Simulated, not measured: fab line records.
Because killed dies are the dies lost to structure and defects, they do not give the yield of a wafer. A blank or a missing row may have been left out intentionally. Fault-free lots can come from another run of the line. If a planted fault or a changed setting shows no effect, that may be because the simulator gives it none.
Comparing a struck lot with a sound one -- flow n5_finfet -- 42 steps out of a route of 1938
Sound: these wafers, L436.2, L436.3, L436.5. Struck: wafers L435.1, L435.2, L435.6. The cause is given at the end.
Per side, at each step with rows, come the tool, then ch with its chambers, and then its first start. Under that, the readings that differ: sound wafers -- struck wafers -- difference of the means -- sigmas: that difference in standard deviations of wafers without a fault.
alike: readings whose means differ by less than 2 such deviations, and words and numbers that are the same on both sides. not compared: withheld readings, readings that some wafer has no value for, bounds like >300 that may hide the same value, and numbers for which the record gives no deviation and whose values overlap.
The two part at a step that has a row with sigmas, a row that says differs or no value, or rows on one side only. Numbers that have no deviation but don't overlap get no sigmas and don't part them. Lack of a reading on every wafer of one side parts them only where that side has two or more wafers.

first, 12 steps without rows for these wafers: N5_SD_EPI_N_STRIP_36 (strips in N2/H2); N5_SD_EPI_N_ETCHBACK_44 (etches SiNx in CH3F/O2, stops on SiO2, target depth 14.5 nm); N5_SD_EPI_N_ETCH_45 (etches SiOCN in CH3F/O2, target depth 6 nm); N5_SD_EPI_N_ETCH_16 (etches SiO2 in CHF3/O2, target depth 5 nm); N5_SD_EPI_N_STRIP_47 (strips in CHF3/O2); N5_SD_EPI_N_SD_RECESS_17 (chemistry HBr/Cl2/O2, target depth 41 nm, time 23.7 s, bt time 3 s); N5_SD_EPI_N_STRIP_38 (strips in N2/H2); N5_SD_EPI_N_WET_ETCH_43 (etches SiO2 in dHF, time 14 s, target depth 1.5 nm); N5_SD_EPI_N_STRIP_18 (strips in SPM, time 750 s); N5_SD_EPI_N_SRD_20 (time 30 s); N5_SD_EPI_N_PRECLEAN_48 (cleans in NF3:NH3, afs cycles 2, time 20 s, sublimation time 60 s); N5_SD_EPI_N_VAPOR_ETCH_50 (etches Si in HCl, time 54 s).
N5_SD_EPI_N_EPI_21: deposits Si:P, time 690 s.
  sound on epi_rpcvd-04 ch 0, day 8 13:10; struck on epi_rpcvd-02 ch 0, day 8 04:22
reading,sound,struck,difference,sigmas
chamber_pressure_Torr (Torr),255.1 255.5 254.9,361.8 361.8 361.2,+106.4,+99 or more
model.Si-P_of_SD_EPI_N_EPI_21.thk_nm (nm),58.4 59.6 59.2,68.6 68.4 68,+9.3,
N5_SD_EPI_N_EPI_MEAS_23:
  sound on film_metro-01, day 8 14:36; struck on film_metro-01, day 8 06:05
reading,sound,struck,difference,sigmas
thk_nm (nm),58.1 58.9 59.2,70.0 67.8 67.4,+9.7,+8
then, 24 steps without rows for these wafers: N5_SD_EPI_N_PRECLEAN_24 (cleans in O3/DIW, time 60 s); N5_SD_EPI_N_SRD_25 (time 30 s); N5_SD_EPI_N_PRECLEAN_49 (cleans in NF3:NH3, afs cycles 1, time 20 s, sublimation time 60 s); N5_SD_EPI_N_LINER_46 (material SiNx, target thk 3 nm); N5_SD_EPI_P_COAT_34 (time 60 s, resist thk 350 nm); N5_SD_EPI_P_COAT_35 (time 60 s, resist thk 35 nm); N5_SD_EPI_P_COAT_03 (resist thk 150 nm); N5_SD_EPI_P_EBR_05; N5_SD_EPI_P_SOFTBAKE_04 (time 60 s); N5_SD_EPI_P_EXPOSE_06 (exposes mask SD P BLK, target cd 240 nm); N5_SD_EPI_P_PEB_07 (peb time 60 s); N5_SD_EPI_P_DEVELOP_08 (develop time 30 s); N5_SD_EPI_P_DESCUM_14 (chemistry O2, time 7.9 s); N5_SD_EPI_P_ETCH_36 (etches SiARC in CF4, target depth 45.5 nm, time 75.8 s); N5_SD_EPI_P_ETCH_37 (etches SOC in N2/H2, overetch 108 nm, time 486 s); N5_SD_EPI_P_STRIP_38 (strips in N2/H2); N5_SD_EPI_P_ETCHBACK_46 (etches SiNx in CH3F/O2, stops on SiO2, target depth 17.5 nm); N5_SD_EPI_P_ETCH_47 (etches SiOCN in CH3F/O2, target depth 25 nm); N5_SD_EPI_P_ETCH_16 (etches SiO2 in CHF3/O2, target depth 5 nm); N5_SD_EPI_P_STRIP_50 (strips in CHF3/O2); N5_SD_EPI_P_SD_RECESS_17 (chemistry HBr/Cl2/O2, target depth 39.1 nm, bt time 3 s); N5_SD_EPI_P_WET_ETCH_45 (etches SiO2 in dHF, time 10.7 s, target depth 2 nm, rinse time 30 s); N5_SD_EPI_P_STRIP_40 (strips in N2/H2); N5_SD_EPI_P_PRECLEAN_52 (cleans in O3/DIW, time 60 s).
N5_SD_EPI_P_PRECLEAN_24: cleans in O3/DIW, time 45 s.
  sound on wet_bench-04 ch 2,5,7, day 8 19:10; struck on wet_bench-04 ch 0,2,3, day 8 10:47
reading,sound,struck,difference,sigmas
model.Si-P_of_SD_EPI_N_EPI_21.thk_nm (nm),57.6 58.8 58.4,67.6 67.4 67,+9.1,
N5_SD_ACTIVATION_RS_MEAS_03: measurement is done with a four-point probe.
  sound on film_metro-01, day 8 19:41; struck on film_metro-01, day 8 11:17
reading,sound,struck,difference,sigmas
RS_SD_N (ohm/sq),22.47 21.89 22.03,18.11 18.22 18.49,-3.86,-14
  alike: RS_SD_P
-- here the record skips 5 days between the struck wafers' starts before and after, leaving off in module SD_ACTIVATION and picking up in module BEOL_M4 (first step shown: number 1111 of the route) --
N5_BEOL_M4_RC_MEAS_101:
  sound on prober-01 ch 0, day 13 22:35; struck on prober-02 ch 0, day 13 22:21
reading,sound,struck,difference,sigmas
RS_SD_N (ohm/sq),28.7 28.4 28.3,23.9 23.7 23.9,-4.6,-12
  alike: DIBL_N, DIBL_P, IOFF_N, IOFF_P, ION_N, ION_P, SS_N, SS_P, VT_N, VT_P
-- here the record skips 4 days between the struck wafers' starts before and after, leaving off in module BEOL_M4 and picking up in module PASSIVATION (first step shown: number 1936 of the route) --
N5_PASSIVATION_PROBE_49:
  record: rows for the struck wafers here (prober-02, day 18 03:29), none for the sound ones

WHERE THEY PART
First at N5_SD_EPI_N_EPI_21; last, within this record, at N5_PASSIVATION_PROBE_49.

WHY: what the simulator had put in
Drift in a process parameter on epi_rpcvd-02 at N5_SD_EPI_N_EPI_21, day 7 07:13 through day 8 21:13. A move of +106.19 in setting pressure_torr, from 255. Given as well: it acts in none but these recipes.
